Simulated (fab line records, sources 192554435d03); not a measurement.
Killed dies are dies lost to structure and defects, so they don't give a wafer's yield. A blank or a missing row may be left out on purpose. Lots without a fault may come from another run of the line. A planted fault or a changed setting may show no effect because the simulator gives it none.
Tool commonality check | flow n5_finfet | 10 lots, 30 wafers sampled

WHY IT WAS OPENED
At N5_HKMG_FIN_CD_MEAS_12 the reading cd_nm is flagged on 2 of 10 lots. Wafers without a fault read 92.8 nm, standard deviation 0.47.
Rule: a lot is flagged when every wafer of it that has a number lies more than 4 standard deviations from that mean, or none has a number. The other lots count as sound.

lot  | measured     | on        | cd_nm (nm), wafer by wafer | flag
L964 | day 4 03:02  | cd_sem-01 | 92.9 92.6 92.2             |
L965 | day 4 12:43  | cd_sem-02 | 92.7 92.0 92.5             |
L967 | day 4 21:41  | cd_sem-03 | 92.6 92.8 93.1             |
L971 | day 5 22:40  | cd_sem-01 | 92.3 92.8 92.4             |
L972 | day 6 04:50  | cd_sem-02 | 92.6 92.4 92.8             |
L975 | day 6 21:16  | cd_sem-02 | 85.4 85.0 85.2             | FLAGGED
L977 | day 7 10:04  | cd_sem-01 | 86.2 87.3 86.8             | FLAGGED
L978 | day 7 16:16  | cd_sem-01 | 93.1 92.5 93.2             |
L980 | day 8 01:22  | cd_sem-02 | 92.6 92.4 92.9             |
L987 | day 11 05:03 | cd_sem-03 | 92.3 91.8 92.1             |
The numbers of the flagged lots are 86.0 nm on average: -6.8 nm against the usual, or -15 standard deviations.

WHICH TOOL RAN EACH LOT
The record holds 3 process steps before the reading, out of a route of 1938 steps. In each cell: the tool, then ch and the chambers that the sampled wafers went through, then the start.
lot  | flag    | N5_HKMG_FIN_STRIP_93              | N5_HKMG_FIN_ALD_36                  | N5_HKMG_FIN_EXPOSE_09
L964 |         | rie_diel-06 ch 2,3, day 4 00:29   | ald_metal-01 ch 0,3, day 4 01:52    | arfi_scanner-01 ch 0, day 4 02:55
L965 |         | rie_diel-04 ch 0,1,2, day 4 10:07 | ald_metal-02 ch 1,2,3, day 4 11:34  | arfi_scanner-02 ch 0, day 4 12:36
L967 |         | rie_diel-06 ch 0,2,3, day 4 19:08 | ald_metal-02 ch 0,1, day 4 20:39    | arfi_scanner-02 ch 0, day 4 21:33
L971 |         | rie_diel-04 ch 0,3, day 5 20:07   | ald_metal-04 ch 2,3, day 5 21:31    | arfi_scanner-01 ch 0, day 5 22:33
L972 |         | rie_diel-06 ch 0,2,3, day 6 02:03 | ald_metal-02 ch 1,2,3, day 6 03:41  | arfi_scanner-02 ch 0, day 6 04:43
L975 | FLAGGED | rie_diel-01 ch 2,3, day 6 18:40   | ald_metal-01 ch 1,3, day 6 20:07    | arfi_scanner-02 ch 0, day 6 21:09
L977 | FLAGGED | rie_diel-06 ch 0,3, day 7 07:26   | ald_metal-02 ch 0,2,3, day 7 08:55  | arfi_scanner-02 ch 0, day 7 09:57
L978 |         | rie_diel-01 ch 0,1,3, day 7 13:43 | ald_metal-02 ch 0,1,2, day 7 15:07  | arfi_scanner-03 ch 0, day 7 16:09
L980 |         | rie_diel-06 ch 0,1, day 7 22:57   | ald_metal-01 ch 0,1,3, day 8 00:20  | arfi_scanner-03 ch 0, day 8 01:15
L987 |         | rie_diel-01 ch 0,1, day 11 02:37  | ald_metal-02 ch 0,2,3, day 11 04:01 | arfi_scanner-03 ch 0, day 11 04:56
What these steps do:
- N5_HKMG_FIN_STRIP_93: strips SOC in N2/H2, time 20 s.
- N5_HKMG_FIN_ALD_36: deposits TiN, target thk 1 nm, pulse time 1 s, purge time 3 s.
- N5_HKMG_FIN_EXPOSE_09: exposes mask NWFM.
- N5_HKMG_FIN_CD_MEAS_12: target cd 92.8 nm.

FLAGGED OVER TOTAL, TOOL BY TOOL (the gauges that took the reading come last)
step                   | tool            | lots run | flagged | share of the flagged lots | sound lots run after its first flagged lot
N5_HKMG_FIN_STRIP_93   | rie_diel-01     | 3        | 1       | some                      | 2 (L978,L987)
N5_HKMG_FIN_STRIP_93   | rie_diel-04     | 2        | 0       | none                      | -
N5_HKMG_FIN_STRIP_93   | rie_diel-06     | 5        | 1       | some                      | 1 (L980)
N5_HKMG_FIN_ALD_36     | ald_metal-01    | 3        | 1       | some                      | 1 (L980)
N5_HKMG_FIN_ALD_36     | ald_metal-02    | 6        | 1       | some                      | 2 (L978,L987)
N5_HKMG_FIN_ALD_36     | ald_metal-04    | 1        | 0       | none                      | -
N5_HKMG_FIN_EXPOSE_09  | arfi_scanner-01 | 2        | 0       | none                      | -
N5_HKMG_FIN_EXPOSE_09  | arfi_scanner-02 | 5        | 2       | all                       | 0
N5_HKMG_FIN_EXPOSE_09  | arfi_scanner-03 | 3        | 0       | none                      | -
N5_HKMG_FIN_CD_MEAS_12 | cd_sem-01       | 4        | 1       | some                      | 1 (L978)
N5_HKMG_FIN_CD_MEAS_12 | cd_sem-02       | 4        | 1       | some                      | 1 (L980)
N5_HKMG_FIN_CD_MEAS_12 | cd_sem-03       | 2        | 0       | none                      | -

WHAT THE TABLE ALLOWS
1 row of the table ran every flagged lot: arfi_scanner-02 at N5_HKMG_FIN_EXPOSE_09.
- arfi_scanner-02 at N5_HKMG_FIN_EXPOSE_09: 2 of its 5 lots flagged. Its last sound lot is L972 (day 6 04:43), its first flagged lot L975 (day 6 21:09): a fault that began between those two fits. Its own readings lie more than 4 standard deviations out on every wafer of the flagged lots: exposure_dose_mJ_cm2.
One tool is left: arfi_scanner-02 at N5_HKMG_FIN_EXPOSE_09.

WHAT THE SIMULATOR HAD PUT IN
Process parameter drift: arfi_scanner-02, from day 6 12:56 on, at N5_HKMG_FIN_EXPOSE_09. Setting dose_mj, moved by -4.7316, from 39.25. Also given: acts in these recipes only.
Lots struck among those shown: L975, L977. The rule above found the same.
